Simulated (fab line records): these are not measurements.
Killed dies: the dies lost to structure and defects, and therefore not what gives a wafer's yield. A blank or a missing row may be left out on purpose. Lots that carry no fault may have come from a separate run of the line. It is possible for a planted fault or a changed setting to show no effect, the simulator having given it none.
The tool behind it: which one? :: flow n5_finfet :: 36 wafers from 12 lots sampled at 2 of the route's 1938 steps

## WHAT THE GAUGES SHOWED, per wafer
N5_WELL_APT_OVL_MEAS_26.
lot: L075
measured: day 1 21:21
on: overlay-01
PWELL_OVL (nm): -6 -9 -6

lot: L077
measured: day 2 09:05
on: overlay-02
PWELL_OVL (nm): 3 -2 4

lot: L079
measured: day 2 21:18
on: overlay-01
PWELL_OVL (nm): 0 1 2

lot: L081
measured: day 3 08:59
on: overlay-01
PWELL_OVL (nm): 12 11 8

lot: L083
measured: day 3 21:15
on: overlay-02
PWELL_OVL (nm): 4 4 6

lot: L085
measured: day 4 08:51
on: overlay-02
PWELL_OVL (nm): 5 0 -3

lot: L087
measured: day 4 23:25
on: overlay-01
PWELL_OVL (nm): -2 3 -6

lot: L089
measured: day 5 09:07
on: overlay-01
PWELL_OVL (nm): 2 -1 -2

lot: L091
measured: day 5 21:06
on: overlay-02
PWELL_OVL (nm): 2 1 7

lot: L093
measured: day 6 08:52
on: overlay-02
PWELL_OVL (nm): -11 -6 -9

lot: L095
measured: day 6 21:08
on: overlay-02
PWELL_OVL (nm): 8 -1 0

lot: L097
measured: day 7 09:34
on: overlay-01
PWELL_OVL (nm): 0 -12 -9

## WHICH TOOL RAN EACH LOT (tool, then ch and the chambers of the sampled wafers, then the start)
lot: L075
N5_ZERO_LAYER_DESCUM_16: rie_diel-06 ch 0,1,3, day 1 19:09

lot: L077
N5_ZERO_LAYER_DESCUM_16: rie_diel-06 ch 1,3, day 2 06:48

lot: L079
N5_ZERO_LAYER_DESCUM_16: rie_diel-05 ch 0,1, day 2 18:49

lot: L081
N5_ZERO_LAYER_DESCUM_16: rie_diel-06 ch 0,1,2, day 3 06:42

lot: L083
N5_ZERO_LAYER_DESCUM_16: rie_diel-06 ch 0,2,3, day 3 18:41

lot: L085
N5_ZERO_LAYER_DESCUM_16: rie_diel-01 ch 0,1,2, day 4 06:48

lot: L087
N5_ZERO_LAYER_DESCUM_16: rie_diel-05 ch 0,1,3, day 4 20:00

lot: L089
N5_ZERO_LAYER_DESCUM_16: rie_diel-06 ch 0,3, day 5 06:54

lot: L091
N5_ZERO_LAYER_DESCUM_16: rie_diel-01 ch 0,2,3, day 5 18:57

lot: L093
N5_ZERO_LAYER_DESCUM_16: rie_diel-01 ch 0,3, day 6 06:41

lot: L095
N5_ZERO_LAYER_DESCUM_16: rie_diel-01 ch 0,3, day 6 18:59

lot: L097
N5_ZERO_LAYER_DESCUM_16: rie_diel-06 ch 0,2, day 7 06:58
- N5_ZERO_LAYER_DESCUM_16: chemistry O2, time 7.9 s.

## THE ANSWER, worked out from the rows above alone
Rule: what is usual is taken from the lots themselves. Put in order of their means at a reading, lots are off if they are a third of the lots or fewer, leave a main group of 4 or more, and stand apart from it by a gap of 3 or more times the standard deviation of the main group's means; of several such gaps the widest counts. A main group is skipped when, at the precision printed for the reading in the tables above, its means are all equal. Also off: a lot with no number at a reading for which 4 or more lots have one. Any other lot the step has rows for is counted as sound.
None of the lots is off at any reading shown; this tells nothing.

## WHAT WAS PUT IN BY THE SIMULATOR
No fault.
